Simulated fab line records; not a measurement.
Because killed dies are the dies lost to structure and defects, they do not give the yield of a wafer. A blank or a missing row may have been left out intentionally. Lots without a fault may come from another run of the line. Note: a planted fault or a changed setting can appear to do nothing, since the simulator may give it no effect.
What tool caused it? / flow nandHarc / 36 wafers from 12 lots sampled at 7 of the route's 1302 steps

WHAT EACH GAUGE READ, for each wafer
NHARC_A_STAIRCASE_INSPECT_155. Usual: 451 for rawDefectCount, sd 180.
lot=L669; measured=day 19 13:28; on=defectInspect-02; rawDefectCount=975 1189 778; flag=
lot=L667; measured=day 19 13:52; on=defectInspect-01; rawDefectCount=285 265 549; flag=
lot=L670; measured=day 20 23:16; on=defectInspect-02; rawDefectCount=297 405 385; flag=
lot=L671; measured=day 21 06:25; on=defectInspect-01; rawDefectCount=682 571 723; flag=
lot=L675; measured=day 22 22:08; on=defectInspect-01; rawDefectCount=517 284 359; flag=
lot=L679; measured=day 23 20:16; on=defectInspect-01; rawDefectCount=337 531 410; flag=
lot=L681; measured=day 24 18:55; on=defectInspect-02; rawDefectCount=308 359 357; flag=
lot=L680; measured=day 24 23:44; on=defectInspect-02; rawDefectCount=427 421 427; flag=
lot=L690; measured=day 28 07:47; on=defectInspect-02; rawDefectCount=359 444 462; flag=
lot=L687; measured=day 28 10:49; on=defectInspect-02; rawDefectCount=336 373 331; flag=
lot=L688; measured=day 28 11:01; on=defectInspect-02; rawDefectCount=597 457 446; flag=
lot=L689; measured=day 28 11:20; on=defectInspect-02; rawDefectCount=389 272 279; flag=

NHARC_A_SGD_CUT_THK_MEAS_22: measures by ellipsometry. Usual: 147.8 nm for thkNm, sd 1.5.
lot=L669; measured=day 19 21:57; on=filmMetro-01; thkNm (nm)=147.7 148.7 145.7; flag=
lot=L667; measured=day 19 21:58; on=filmMetro-02; thkNm (nm)=145.3 146.7 148.5; flag=
lot=L670; measured=day 21 06:23; on=filmMetro-02; thkNm (nm)=149.9 147.4 149.2; flag=
lot=L671; measured=day 21 13:18; on=filmMetro-01; thkNm (nm)=146.8 148.3 147.7; flag=
lot=L675; measured=day 23 06:48; on=filmMetro-01; thkNm (nm)=147.5 148.1 145.6; flag=
lot=L679; measured=day 24 03:27; on=filmMetro-01; thkNm (nm)=146.7 147.5 147.2; flag=
lot=L681; measured=day 25 01:44; on=filmMetro-02; thkNm (nm)=149.3 148.7 44.9; flag=OFF
lot=L680; measured=day 25 06:51; on=filmMetro-02; thkNm (nm)=146.7 146.1 45.6; flag=OFF
lot=L690; measured=day 28 14:46; on=filmMetro-02; thkNm (nm)=148.0 151.1 149.2; flag=
lot=L687; measured=day 28 20:32; on=filmMetro-01; thkNm (nm)=150.3 145.2 148.3; flag=
lot=L688; measured=day 28 20:32; on=filmMetro-02; thkNm (nm)=146.0 148.1 146.6; flag=
lot=L689; measured=day 28 20:32; on=filmMetro-02; thkNm (nm)=148.8 148.9 147.4; flag=

NHARC_END_SORT_01. Usual: killedAtArray 52, standard deviation 19; killedAtOther 0.9, standard deviation 1.3; killedAtPeriphery 4, standard deviation 3.1; killedDies 57, standard deviation 18; killedOpen 3.2, standard deviation 1.7; killedShort 2.3, standard deviation 1.4.
lot=L669; measured=day 24 16:48; on=prober-01; killedAtArray=48 57 51; killedAtOther=1 0 1; killedAtPeriphery=2 2 2; killedDies=51 59 54; killedOpen=1 2 2; killedShort=1 0 2; flag=
lot=L667; measured=day 24 17:38; on=prober-02; killedAtArray=35 46 37; killedAtOther=0 0 0; killedAtPeriphery=9 4 8; killedDies=44 50 45; killedOpen=4 5 1; killedShort=0 1 2; flag=
lot=L670; measured=day 26 03:43; on=prober-01; killedAtArray=52 50 53; killedAtOther=0 2 2; killedAtPeriphery=9 5 5; killedDies=61 57 60; killedOpen=4 1 2; killedShort=0 2 6; flag=
lot=L671; measured=day 26 11:27; on=prober-02; killedAtArray=70 68 90; killedAtOther=0 0 0; killedAtPeriphery=2 2 7; killedDies=72 70 97; killedOpen=5 4 1; killedShort=2 2 2; flag=
lot=L675; measured=day 28 14:03; on=prober-01; killedAtArray=30 49 24; killedAtOther=2 1 1; killedAtPeriphery=2 7 3; killedDies=34 57 28; killedOpen=3 4 5; killedShort=3 1 2; flag=
lot=L679; measured=day 29 00:25; on=prober-02; killedAtArray=17 20 21; killedAtOther=0 0 0; killedAtPeriphery=4 1 3; killedDies=21 21 24; killedOpen=3 1 3; killedShort=3 4 2; flag=
lot=L681; measured=day 30 00:45; on=prober-02; killedAtArray=59 70 52; killedAtOther=1 0 0; killedAtPeriphery=4 4 3; killedDies=64 74 55; killedOpen=4 5 7; killedShort=3 4 1; flag=
lot=L680; measured=day 30 07:48; on=prober-01; killedAtArray=88 78 106; killedAtOther=1 0 0; killedAtPeriphery=6 5 1; killedDies=95 83 107; killedOpen=1 4 5; killedShort=3 1 1; flag=
lot=L690; measured=day 33 13:43; on=prober-02; killedAtArray=45 57 36; killedAtOther=2 4 2; killedAtPeriphery=3 1 3; killedDies=50 62 41; killedOpen=1 2 4; killedShort=1 2 4; flag=
lot=L687; measured=day 33 20:46; on=prober-02; killedAtArray=18 24 25; killedAtOther=1 1 0; killedAtPeriphery=8 14 13; killedDies=27 39 38; killedOpen=5 3 4; killedShort=3 1 1; flag=
lot=L688; measured=day 33 16:25; on=prober-01; killedAtArray=73 59 58; killedAtOther=0 1 0; killedAtPeriphery=1 2 3; killedDies=74 62 61; killedOpen=3 4 4; killedShort=3 1 1; flag=
lot=L689; measured=day 34 01:47; on=prober-01; killedAtArray=34 55 53; killedAtOther=2 2 1; killedAtPeriphery=0 2 2; killedDies=36 59 56; killedOpen=5 2 3; killedShort=2 4 2; flag=

TOOL THAT RAN EACH LOT (tool first, then ch and the chambers of the sampled wafers, then the start)
lot=L669; NHARC_A_SGD_CUT_ETCH_15=rieDiel-02 ch 0,2,3, day 19 15:34 or earlier; NHARC_A_SGD_CUT_ETCH_16=rieDiel-02 ch 0,2,3, day 19 15:34 or earlier; NHARC_A_SGD_CUT_DEP_20=fcvd-02 ch 0,1, day 19 15:34; NHARC_A_SGD_CUT_CMP_21=cmp-04 ch 1,2, day 19 21:42
lot=L667; NHARC_A_SGD_CUT_ETCH_15=rieDiel-01 ch 0,2,3, day 19 15:58 or earlier; NHARC_A_SGD_CUT_ETCH_16=rieDiel-01 ch 1,2,3, day 19 15:58 or earlier; NHARC_A_SGD_CUT_DEP_20=fcvd-01 ch 0,1, day 19 15:58; NHARC_A_SGD_CUT_CMP_21=cmp-02 ch 0,1,3, day 19 21:42
lot=L670; NHARC_A_SGD_CUT_ETCH_15=rieDiel-12 ch 0,2, day 21 01:31 or earlier; NHARC_A_SGD_CUT_ETCH_16=rieDiel-12 ch 0,3, day 21 01:31 or earlier; NHARC_A_SGD_CUT_DEP_20=fcvd-01 ch 0,1, day 21 01:31; NHARC_A_SGD_CUT_CMP_21=cmp-04 ch 0,2,3, day 21 06:08
lot=L671; NHARC_A_SGD_CUT_ETCH_15=rieDiel-02 ch 0,1,3, day 21 08:22 or earlier; NHARC_A_SGD_CUT_ETCH_16=rieDiel-02 ch 0,1,2, day 21 08:22 or earlier; NHARC_A_SGD_CUT_DEP_20=fcvd-02 ch 0,1, day 21 08:22; NHARC_A_SGD_CUT_CMP_21=cmp-02 ch 2,3, day 21 13:02
lot=L675; NHARC_A_SGD_CUT_ETCH_15=rieDiel-02 ch 0,1,3, day 23 00:16 or earlier; NHARC_A_SGD_CUT_ETCH_16=rieDiel-02 ch 0,1,2, day 23 00:16 or earlier; NHARC_A_SGD_CUT_DEP_20=fcvd-01 ch 0,1, day 23 00:16; NHARC_A_SGD_CUT_CMP_21=cmp-02 ch 1,3, day 23 06:35
lot=L679; NHARC_A_SGD_CUT_ETCH_15=rieDiel-01 ch 1,2,3, day 23 22:23 or earlier; NHARC_A_SGD_CUT_ETCH_16=rieDiel-01 ch 1,2,3, day 23 22:23 or earlier; NHARC_A_SGD_CUT_DEP_20=fcvd-02 ch 0,1, day 23 22:23; NHARC_A_SGD_CUT_CMP_21=cmp-01 ch 0,1,3, day 24 03:12
lot=L681; NHARC_A_SGD_CUT_ETCH_15=rieDiel-01 ch 0,1,2, day 24 21:04 or earlier; NHARC_A_SGD_CUT_ETCH_16=rieDiel-01 ch 0,2,3, day 24 21:04 or earlier; NHARC_A_SGD_CUT_DEP_20=fcvd-02 ch 0,1, day 24 21:04; NHARC_A_SGD_CUT_CMP_21=cmp-04 ch 2,3, day 25 01:28
lot=L680; NHARC_A_SGD_CUT_ETCH_15=rieDiel-01 ch 1,3, day 25 01:50 or earlier; NHARC_A_SGD_CUT_ETCH_16=rieDiel-01 ch 1,2, day 25 01:50 or earlier; NHARC_A_SGD_CUT_DEP_20=fcvd-02 ch 0,1, day 25 01:50; NHARC_A_SGD_CUT_CMP_21=cmp-04 ch 1,3, day 25 06:37
lot=L690; NHARC_A_SGD_CUT_ETCH_15=rieDiel-01 ch 0,2,3, day 28 09:55 or earlier; NHARC_A_SGD_CUT_ETCH_16=rieDiel-01 ch 0,1,2, day 28 09:55 or earlier; NHARC_A_SGD_CUT_DEP_20=fcvd-01 ch 0,1, day 28 09:55; NHARC_A_SGD_CUT_CMP_21=cmp-01 ch 0,1,3, day 28 14:31
lot=L687; NHARC_A_SGD_CUT_ETCH_15=rieDiel-02 ch 0,1,3, day 28 13:17 or earlier; NHARC_A_SGD_CUT_ETCH_16=rieDiel-02 ch 0,1,3, day 28 13:17 or earlier; NHARC_A_SGD_CUT_DEP_20=fcvd-02 ch 0,1, day 28 13:17; NHARC_A_SGD_CUT_CMP_21=cmp-01 ch 1,2,3, day 28 20:16
lot=L688; NHARC_A_SGD_CUT_ETCH_15=rieDiel-02 ch 0,1,3, day 28 13:26 or earlier; NHARC_A_SGD_CUT_ETCH_16=rieDiel-02 ch 0,1,3, day 28 13:26 or earlier; NHARC_A_SGD_CUT_DEP_20=fcvd-02 ch 0,1, day 28 13:26; NHARC_A_SGD_CUT_CMP_21=cmp-04 ch 0,2, day 28 20:16
lot=L689; NHARC_A_SGD_CUT_ETCH_15=rieDiel-12 ch 1,2, day 28 13:20 or earlier; NHARC_A_SGD_CUT_ETCH_16=rieDiel-12 ch 0,2,3, day 28 13:20 or earlier; NHARC_A_SGD_CUT_DEP_20=fcvd-01 ch 0,1, day 28 13:20; NHARC_A_SGD_CUT_CMP_21=cmp-02 ch 1,3, day 28 20:16
- NHARC_A_SGD_CUT_ETCH_15: etches the open film in CH3F/O2, target depth 75 nm, time 64.3 s.
- NHARC_A_SGD_CUT_ETCH_16: etches the open film in C4F8/O2/Ar, target depth 310.5 nm, time 155.2 s.
- NHARC_A_SGD_CUT_DEP_20: deposits SiO2, target thk 150 nm.
- NHARC_A_SGD_CUT_CMP_21: polishes, target thk 148.19 nm.

AS READ BY THE TOOLS THEMSELVES (means over the sampled wafers that have a number; for cases with no such wafer, the mark the record gives instead)
NHARC_A_SGD_CUT_ETCH_15. Usual: drypumpMotorCurrentA 5.8 A, standard deviation 0.35; oesProductAu 0.959 a.u., standard deviation 0.021; rfVppV 263.9 V, standard deviation 1.6; showerheadPlenumPTorr 2.45 Torr, standard deviation 0.083; throttleValvePct 20.663 %, standard deviation 0.0086.
lot=L669; tool=rieDiel-02; drypumpMotorCurrentA (A)=5.6; oesProductAu (a.u.)=0.964; rfVppV (V)=262.6; showerheadPlenumPTorr (Torr)=2.44; throttleValvePct (%)=20.667; flag=
lot=L667; tool=rieDiel-01; drypumpMotorCurrentA (A)=6.1; oesProductAu (a.u.)=0.975; rfVppV (V)=264.1; showerheadPlenumPTorr (Torr)=2.46; throttleValvePct (%)=20.659; flag=
lot=L670; tool=rieDiel-12; drypumpMotorCurrentA (A)=5.7; oesProductAu (a.u.)=0.933; rfVppV (V)=263.3; showerheadPlenumPTorr (Torr)=2.41; throttleValvePct (%)=20.653; flag=
lot=L671; tool=rieDiel-02; drypumpMotorCurrentA (A)=5.9; oesProductAu (a.u.)=0.958; rfVppV (V)=263.9; showerheadPlenumPTorr (Torr)=2.48; throttleValvePct (%)=20.663; flag=
lot=L675; tool=rieDiel-02; drypumpMotorCurrentA (A)=5.8; oesProductAu (a.u.)=0.941; rfVppV (V)=263.3; showerheadPlenumPTorr (Torr)=2.48; throttleValvePct (%)=20.666; flag=
lot=L679; tool=rieDiel-01; drypumpMotorCurrentA (A)=6.0; oesProductAu (a.u.)=0.975; rfVppV (V)=264.5; showerheadPlenumPTorr (Torr)=2.56; throttleValvePct (%)=20.666; flag=
lot=L681; tool=rieDiel-01; drypumpMotorCurrentA (A)=5.9; oesProductAu (a.u.)=0.971; rfVppV (V)=265.0; showerheadPlenumPTorr (Torr)=2.50; throttleValvePct (%)=20.662; flag=
lot=L680; tool=rieDiel-01; drypumpMotorCurrentA (A)=5.8; oesProductAu (a.u.)=0.977; rfVppV (V)=265.5; showerheadPlenumPTorr (Torr)=2.58; throttleValvePct (%)=20.667; flag=
lot=L690; tool=rieDiel-01; drypumpMotorCurrentA (A)=6.1; oesProductAu (a.u.)=0.973; rfVppV (V)=264.0; showerheadPlenumPTorr (Torr)=2.46; throttleValvePct (%)=20.659; flag=
lot=L687; tool=rieDiel-02; drypumpMotorCurrentA (A)=5.9; oesProductAu (a.u.)=0.939; rfVppV (V)=264.0; showerheadPlenumPTorr (Torr)=2.47; throttleValvePct (%)=20.661; flag=
lot=L688; tool=rieDiel-02; drypumpMotorCurrentA (A)=5.9; oesProductAu (a.u.)=0.937; rfVppV (V)=264.6; showerheadPlenumPTorr (Torr)=2.47; throttleValvePct (%)=20.660; flag=
lot=L689; tool=rieDiel-12; drypumpMotorCurrentA (A)=5.5; oesProductAu (a.u.)=0.973; rfVppV (V)=262.4; showerheadPlenumPTorr (Torr)=2.38; throttleValvePct (%)=20.664; flag=

NHARC_A_SGD_CUT_ETCH_16. Usual: oesProductAu 0.968 a.u., standard deviation 0.016; rfVppV 723 V, standard deviation 3.5.
lot=L669; tool=rieDiel-02; oesProductAu (a.u.)=0.965; rfVppV (V)=722; flag=
lot=L667; tool=rieDiel-01; oesProductAu (a.u.)=0.985; rfVppV (V)=728; flag=
lot=L670; tool=rieDiel-12; oesProductAu (a.u.)=0.944; rfVppV (V)=721; flag=
lot=L671; tool=rieDiel-02; oesProductAu (a.u.)=0.964; rfVppV (V)=724; flag=
lot=L675; tool=rieDiel-02; oesProductAu (a.u.)=0.946; rfVppV (V)=724; flag=
lot=L679; tool=rieDiel-01; oesProductAu (a.u.)=0.976; rfVppV (V)=728; flag=
lot=L681; tool=rieDiel-01; oesProductAu (a.u.)=0.968; rfVppV (V)=723; flag=
lot=L680; tool=rieDiel-01; oesProductAu (a.u.)=0.985; rfVppV (V)=728; flag=
lot=L690; tool=rieDiel-01; oesProductAu (a.u.)=0.975; rfVppV (V)=725; flag=
lot=L687; tool=rieDiel-02; oesProductAu (a.u.)=0.960; rfVppV (V)=724; flag=
lot=L688; tool=rieDiel-02; oesProductAu (a.u.)=0.965; rfVppV (V)=723; flag=
lot=L689; tool=rieDiel-12; oesProductAu (a.u.)=0.969; rfVppV (V)=722; flag=

NHARC_A_SGD_CUT_CMP_21. Usual: motorCurrentA 11.7 A, standard deviation 1.2; timeToEndpointS 49 s, standard deviation 3.1.
lot=L669; tool=cmp-04; motorCurrentA (A)=13.7; timeToEndpointS (s)=45; flag=
lot=L667; tool=cmp-02; motorCurrentA (A)=10.4; timeToEndpointS (s)=49; flag=
lot=L670; tool=cmp-04; motorCurrentA (A)=11.4; timeToEndpointS (s)=48; flag=
lot=L671; tool=cmp-02; motorCurrentA (A)=12.0; timeToEndpointS (s)=43; flag=
lot=L675; tool=cmp-02; motorCurrentA (A)=11.0; timeToEndpointS (s)=50; flag=
lot=L679; tool=cmp-01; motorCurrentA (A)=12.0; timeToEndpointS (s)=48; flag=
lot=L681; tool=cmp-04; motorCurrentA (A)=11.4; timeToEndpointS (s)=41; flag=
lot=L680; tool=cmp-04; motorCurrentA (A)=12.7; timeToEndpointS (s)=39; flag=OFF
lot=L690; tool=cmp-01; motorCurrentA (A)=12.3; timeToEndpointS (s)=51; flag=
lot=L687; tool=cmp-01; motorCurrentA (A)=11.9; timeToEndpointS (s)=50; flag=
lot=L688; tool=cmp-04; motorCurrentA (A)=11.1; timeToEndpointS (s)=47; flag=
lot=L689; tool=cmp-02; motorCurrentA (A)=11.2; timeToEndpointS (s)=48; flag=

THE ANSWER, worked out from the rows above alone
Rule: a lot counts as off when the mean over its wafers that have a number is more than 3 standard deviations away from the usual mean. A lot without any number at a reading at which 4 lots or more have one is off too. All remaining lots with rows at the step are treated as sound. After the gauges, taken in route order, come the tools' own readings; for these a lot's mean is taken, as printed above. At the first step where some lot is off, the reading lying furthest off is the one used; lots without a number count as furthest.
Off: L681, L680, at NHARC_A_SGD_CUT_THK_MEAS_22 (thkNm).
A tool fits if, at a process step before that reading, it ran every lot that is off, and no sound lot after the first of them. Those tools and the gauges at NHARC_A_SGD_CUT_THK_MEAS_22 are tried in the same way. With no start given for some of its lots, NHARC_A_SGD_CUT_ETCH_15 uses the hours and lot order of NHARC_A_SGD_CUT_DEP_20. With no start given for some of its lots, NHARC_A_SGD_CUT_ETCH_16 uses the hours and lot order of NHARC_A_SGD_CUT_DEP_20. Of those tried, none fits.

WHAT WAS PUT IN BY THE SIMULATOR
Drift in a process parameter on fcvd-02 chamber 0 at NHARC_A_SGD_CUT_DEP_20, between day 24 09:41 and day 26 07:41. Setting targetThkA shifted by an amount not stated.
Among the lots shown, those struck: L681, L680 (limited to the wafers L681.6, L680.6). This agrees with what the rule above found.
